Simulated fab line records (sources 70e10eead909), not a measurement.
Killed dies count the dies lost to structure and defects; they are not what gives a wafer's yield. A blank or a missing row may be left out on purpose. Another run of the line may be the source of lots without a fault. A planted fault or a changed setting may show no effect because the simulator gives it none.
Matching of chambers || flow nand_harc || pecvd-04 running NHARC_A_STAIRCASE_DEP_301: 3 sister chambers
The step deposits SiON, target thk 30 nm. 3 wafers are shown with their chamber, then 8 later ones without.

## WAFERS WITH THEIR CHAMBER
{"wafer": "L085.2", "chamber": 0, "heater_power_w (W)": 679}
{"wafer": "L085.6", "chamber": 2, "heater_power_w (W)": 762}
{"wafer": "L088.1", "chamber": 1, "heater_power_w (W)": 641}

## WAFERS MISSING THEIR CHAMBER
{"wafer": "L088.3", "heater_power_w (W)": 667}
{"wafer": "L088.6", "heater_power_w (W)": 651}
{"wafer": "L087.1", "heater_power_w (W)": 567}
{"wafer": "L087.3", "heater_power_w (W)": 789}
{"wafer": "L087.5", "heater_power_w (W)": 758}
{"wafer": "L097.2", "heater_power_w (W)": 640}
{"wafer": "L097.4", "heater_power_w (W)": 661}
{"wafer": "L097.5", "heater_power_w (W)": 695}

## CHAMBER TAKEN BY EACH
{"wafer": "L088.3", "from the rows above": "can't be placed: 0 or 1", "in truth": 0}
{"wafer": "L088.6", "from the rows above": "can't be placed: 1 or 0", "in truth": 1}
{"wafer": "L087.1", "from the rows above": "can't be placed: 1 or 0", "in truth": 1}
{"wafer": "L087.3", "from the rows above": 2, "in truth": 2}
{"wafer": "L087.5", "from the rows above": 2, "in truth": 2}
{"wafer": "L097.2", "from the rows above": "can't be placed: 1 or 0", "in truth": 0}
{"wafer": "L097.4", "from the rows above": "can't be placed: 0 or 1", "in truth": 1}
{"wafer": "L097.5", "from the rows above": "can't be placed: 0 or 1 or 2", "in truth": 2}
Placed correctly: 2 of 8. Cannot be placed on the basis of these rows: 6; the candidates contain the true chamber in 6. 0 placed wrongly.
How it was worked out, from the rows above alone: a wafer's distance from a chamber is the root of the sum, over the readings, of the square of ((its reading less the chamber's mean) divided by the reading's scatter). The wafer belongs to the nearest chamber; if the next one is less than 2 further off, it can't be placed. For every chamber, the mean is computed from those of its wafers that are shown. The scatter: root of mean squared gap, hidden wafer to nearest shown wafer, with one shown wafer a chamber.
